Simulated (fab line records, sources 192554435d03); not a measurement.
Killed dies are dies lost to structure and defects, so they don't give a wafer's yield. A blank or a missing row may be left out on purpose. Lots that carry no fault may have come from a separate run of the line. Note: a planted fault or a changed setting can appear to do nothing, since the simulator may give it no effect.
Struck lot and sound lot, side by side	flow n5Finfet	25 steps out of a route of 1938
Sound: these wafers, L839.1, L839.2, L839.6. Wafers L847.1, L847.2, L847.4 were the ones struck. The cause comes at the end.
For every step that has rows: the tool of each side, followed by ch and its chambers, followed by its first start. Under that, the readings that differ: sound wafers	struck wafers	difference of the means	sigmas: that difference in standard deviations of wafers without a fault.
alike: words and numbers the same on both sides, and readings whose means are apart by under 2 such deviations; not compared: readings that were withheld, readings missing a value for some wafer, numbers with overlapping values and no deviation given by the record, and bounds like >300 which may hide the same value.
The two part at a step that has a row with sigmas, a row that says differs or no value, or rows on one side only. Numbers that don't overlap but have no deviation are shown without sigmas and don't part them. A reading missing from all wafers of one side parts the sides only when that side holds two or more wafers.

N5_BEOL_M9_INSPECT_13: inspects for defects (brightfield).
  sound: defectInspect-01 at day 11 07:20; struck: defectInspect-01 at day 14 09:50
  alike: rawDefectCount
then, 4 steps without rows for these wafers: N5_BEOL_M9_DESCUM_16 (chemistry O2, time 7.9 s); N5_BEOL_M9_ETCH_61 (etches SiARC in CF4, target depth 39 nm, time 65 s); N5_BEOL_M9_ETCH_62 (etches SOC in N2/H2, target depth 110 nm, overetch 22 nm, time 165 s); N5_BEOL_M9_STRIP_68 (strips in N2/H2).
N5_BEOL_M9_STRIP_67: strips in CF4.
  sound on rieDiel-03 ch 0,2,3, day 11 07:36; struck on rieDiel-03 ch 0,1,3, day 14 10:07
  alike: drypumpMotorCurrentA, oesProductAu, rfVppV, showerheadPlenumPTorr, throttleValvePct
  not compared: rfHoursCounterH
then, 1 step without rows for these wafers: N5_BEOL_M9_HM_OPEN_17 (chemistry Cl2/BCl3, target TiN, target depth 20 nm, overetch 6 nm).
N5_BEOL_M9_STRIP_19: strips in O2.
  sound on rieDiel-06 ch 1,2, day 11 07:45; struck on rieDiel-03 ch 0,2,3, day 14 10:16
  alike: drypumpMotorCurrentA, oesProductAu, rfVppV, showerheadPlenumPTorr, tempC, throttleValvePct
  not compared: rfHoursCounterH
N5_BEOL_M9_CD_MEAS_18: pitch 140 nm, target cd 70 nm.
  sound: cdSem-02 at day 11 07:49; struck: cdSem-03 at day 14 10:20
  alike: cdNm
then, 3 steps without rows for these wafers: N5_BEOL_M9_COAT_63 (time 60 s, resist thk 60 nm); N5_BEOL_M9_COAT_64 (time 60 s, resist thk 12 nm); N5_BEOL_M9_COAT_75 (time 60 s, resist thk 5 nm).
N5_BEOL_M9_COAT_22: resist thk 30 nm.
  sound on lithoTrack-02 ch 0, day 11 07:52; struck on lithoTrack-02 ch 0, day 14 10:23
reading	sound	struck	difference	sigmas
spinSpeedRpm (rpm)	1499.7 1501.0 1500.9	1570.6 1568.8 1569.7	+69.2	+70
model.CAR-EUV_of_BEOL_M9_COAT_22.thkNm (nm)	30.2 30.2 30.2	29.2 29.2 29.2	-1.0	
  alike: chillPlateTempC
then, 5 steps without rows for these wafers: N5_BEOL_M9_EBR_24; N5_BEOL_M9_SOFTBAKE_23 (time 60 s); N5_BEOL_M9_EXPOSE_25 (exposes mask V8); N5_BEOL_M9_PEB_26 (peb time 60 s); N5_BEOL_M9_DEVELOP_27 (develop time 30 s).
N5_BEOL_M9_CD_MEAS_28: the cd target is 70 nm.
  sound on cdSem-02 ch 0, day 11 08:07; struck on cdSem-01 ch 0, day 14 10:49
  alike: cdNm
N5_BEOL_M9_OVL_MEAS_29:
  sound on overlay-02 ch 0, day 11 08:09; struck on overlay-01 ch 0, day 14 10:51
  alike: V8_OVL
N5_BEOL_M9_INSPECT_30: inspects for defects (brightfield).
  sound: defectInspect-02 at day 11 08:13; struck: defectInspect-01 at day 14 10:55
  alike: rawDefectCount
N5_BEOL_M9_DESCUM_33: chemistry O2, time 7 s.
  sound on rieDiel-01 ch 0,3, day 11 08:14; struck on rieDiel-06 ch 0,2,3, day 14 11:08
  alike: drypumpMotorCurrentA, oesProductAu, rfVppV, showerheadPlenumPTorr, tempC, throttleValvePct
  not compared: rfHoursCounterH
N5_BEOL_M9_ETCH_76: etches underlayer in N2/H2, target depth 6.5 nm, time 5.2 s.
  sound on rieDiel-01 ch 0,3, day 11 08:17; struck on rieDiel-06 ch 0,2,3, day 14 11:11
  alike: drypumpMotorCurrentA, etchRfOnTimeS, oesProductAu, rfVppV, showerheadPlenumPTorr, throttleValvePct
  not compared: rfHoursCounterH
N5_BEOL_M9_ETCH_65: etches SiARC in CF4, target depth 15.6 nm, time 26 s.
  sound on rieDiel-01 ch 0,3, day 11 08:17; struck on rieDiel-06 ch 0,2,3, day 14 11:11
reading	sound	struck	difference	sigmas
model.CAR-EUV_of_BEOL_M9_COAT_22.thkNm (nm)	11.2 11.2 11.2	10.4 10.4 10.4	-0.8	
  alike: drypumpMotorCurrentA, etchRfOnTimeS, oesProductAu, rfVppV, showerheadPlenumPTorr, throttleValvePct
  not compared: rfHoursCounterH
N5_BEOL_M9_ETCH_66: etches SOC in N2/H2, target depth 80 nm, overetch 16 nm, time 120 s.
  sound on rieDiel-01 ch 0,3, day 11 08:19; struck on rieDiel-06 ch 0,2,3, day 14 11:13
  alike: drypumpMotorCurrentA, oesProductAu, rfVppV, showerheadPlenumPTorr, tempC, throttleValvePct
  not compared: rfHoursCounterH

## WHERE THEY PART
Only at N5_BEOL_M9_COAT_22, within this record. Later steps at which nothing parts them and some readings are alike: N5_BEOL_M9_CD_MEAS_28, N5_BEOL_M9_OVL_MEAS_29, N5_BEOL_M9_INSPECT_30, N5_BEOL_M9_DESCUM_33, N5_BEOL_M9_ETCH_76, N5_BEOL_M9_ETCH_65, N5_BEOL_M9_ETCH_66.

WHY: what had been put in by the simulator
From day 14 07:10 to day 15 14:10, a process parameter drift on lithoTrack-02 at N5_BEOL_M9_COAT_22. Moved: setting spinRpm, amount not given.
